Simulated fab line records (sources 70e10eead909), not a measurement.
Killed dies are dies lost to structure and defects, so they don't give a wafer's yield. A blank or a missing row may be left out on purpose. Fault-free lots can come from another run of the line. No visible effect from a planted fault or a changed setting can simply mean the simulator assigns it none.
Check of tool commonality :: flow nandHarc :: Lots sampled 4, wafers sampled 12

## WHAT PROMPTED THE OPENING
At NHARC_END_SORT_01 the reading killedAtOther is flagged on 2 of 4 lots. No-fault wafers: 0.9, standard deviation 1.3.
Rule: flag the lot when none of its wafers has a number, or when each of its wafers that has one lies beyond 4 standard deviations from that mean. The other lots count as sound.

lot: L386
measured: day 19 11:17
on: prober-01
killedAtOther, wafer by wafer: 0 0 1
flag: 

lot: L390
measured: day 19 15:57
on: prober-02
killedAtOther, wafer by wafer: 1 1 1
flag: 

lot: L396
measured: day 22 08:16
on: prober-02
killedAtOther, wafer by wafer: 642 628 632
flag: FLAGGED

lot: L397
measured: day 22 17:40
on: prober-02
killedAtOther, wafer by wafer: 642 647 639
flag: FLAGGED
The numbers of the flagged lots are 638.3 on average: +637.4 against the usual, or +99 or more standard deviations.

## TOOL THAT RAN EACH LOT
The record holds 3 process steps before the reading, out of a route of 1159 steps. Cell contents, in order: the tool; ch with the chambers the sampled wafers went through; the start.
lot: L386
flag: 
NHARC_THIN_TSV_ETCH_44: rieDiel-11 ch 0,1,2, day 18 20:10
NHARC_THIN_TSV_PVD_51: pvdSputter-01, day 18 22:55
NHARC_THIN_TSV_ANNEAL_52: rtpAnneal-01 ch 0, day 18 23:49

lot: L390
flag: 
NHARC_THIN_TSV_ETCH_44: rieDiel-04 ch 0,3, day 19 01:13
NHARC_THIN_TSV_PVD_51: pvdSputter-03, day 19 04:15
NHARC_THIN_TSV_ANNEAL_52: rtpAnneal-01 ch 0, day 19 05:10

lot: L396
flag: FLAGGED
NHARC_THIN_TSV_ETCH_44: rieDiel-11 ch 1,2,3, day 21 18:54
NHARC_THIN_TSV_PVD_51: pvdSputter-01, day 21 21:59
NHARC_THIN_TSV_ANNEAL_52: rtpAnneal-01 ch 0, day 21 22:53

lot: L397
flag: FLAGGED
NHARC_THIN_TSV_ETCH_44: rieDiel-04 ch 2,3, day 21 20:15
NHARC_THIN_TSV_PVD_51: pvdSputter-02, day 21 23:02
NHARC_THIN_TSV_ANNEAL_52: rtpAnneal-01 ch 0, day 22 00:03
These steps, and what they do:
- NHARC_THIN_TSV_ETCH_44: etches the open film in CF4/O2, target depth 1594.2 nm, time 797.1 s.
- NHARC_THIN_TSV_PVD_51: deposits Cu, target thk 100 nm.
- NHARC_THIN_TSV_ANNEAL_52: time 90 s.
- NHARC_END_SORT_01

## FLAGGED AGAINST TOTAL, ONE TOOL AT A TIME (gauges that did the reading follow at the end)
step: NHARC_THIN_TSV_ETCH_44
tool: rieDiel-04
lots run: 2
flagged: 1
share of the flagged lots: some
sound lots run after its first flagged lot: 0

step: NHARC_THIN_TSV_ETCH_44
tool: rieDiel-11
lots run: 2
flagged: 1
share of the flagged lots: some
sound lots run after its first flagged lot: 0

step: NHARC_THIN_TSV_PVD_51
tool: pvdSputter-01
lots run: 2
flagged: 1
share of the flagged lots: some
sound lots run after its first flagged lot: 0

step: NHARC_THIN_TSV_PVD_51
tool: pvdSputter-02
lots run: 1
flagged: 1
share of the flagged lots: some
sound lots run after its first flagged lot: 0

step: NHARC_THIN_TSV_PVD_51
tool: pvdSputter-03
lots run: 1
flagged: 0
share of the flagged lots: none
sound lots run after its first flagged lot: -

step: NHARC_THIN_TSV_ANNEAL_52
tool: rtpAnneal-01
lots run: 4
flagged: 2
share of the flagged lots: all
sound lots run after its first flagged lot: 0

step: NHARC_END_SORT_01
tool: prober-01
lots run: 1
flagged: 0
share of the flagged lots: none
sound lots run after its first flagged lot: -

step: NHARC_END_SORT_01
tool: prober-02
lots run: 3
flagged: 2
share of the flagged lots: all
sound lots run after its first flagged lot: 0

## WHAT THE TABLE PERMITS
2 rows of the table ran every flagged lot: rtpAnneal-01 at NHARC_THIN_TSV_ANNEAL_52, prober-02 at NHARC_END_SORT_01.
- rtpAnneal-01 at NHARC_THIN_TSV_ANNEAL_52: 2 of its 4 lots flagged. Its last sound lot is L390 (day 19 05:10), its first flagged lot L396 (day 21 22:53): a fault that began between those two fits.
- prober-02 at NHARC_END_SORT_01: 2 of its 3 lots flagged. Its last sound lot is L390 (day 19 15:57), its first flagged lot L396 (day 22 08:16): a fault that began between those two fits.
Because each of these 2 tools fits a fault that began at some hour, counting lots does not separate them. More lots, or a look at what each step does to the wafer, might.

## WHAT THE SIMULATOR HAD PUT IN
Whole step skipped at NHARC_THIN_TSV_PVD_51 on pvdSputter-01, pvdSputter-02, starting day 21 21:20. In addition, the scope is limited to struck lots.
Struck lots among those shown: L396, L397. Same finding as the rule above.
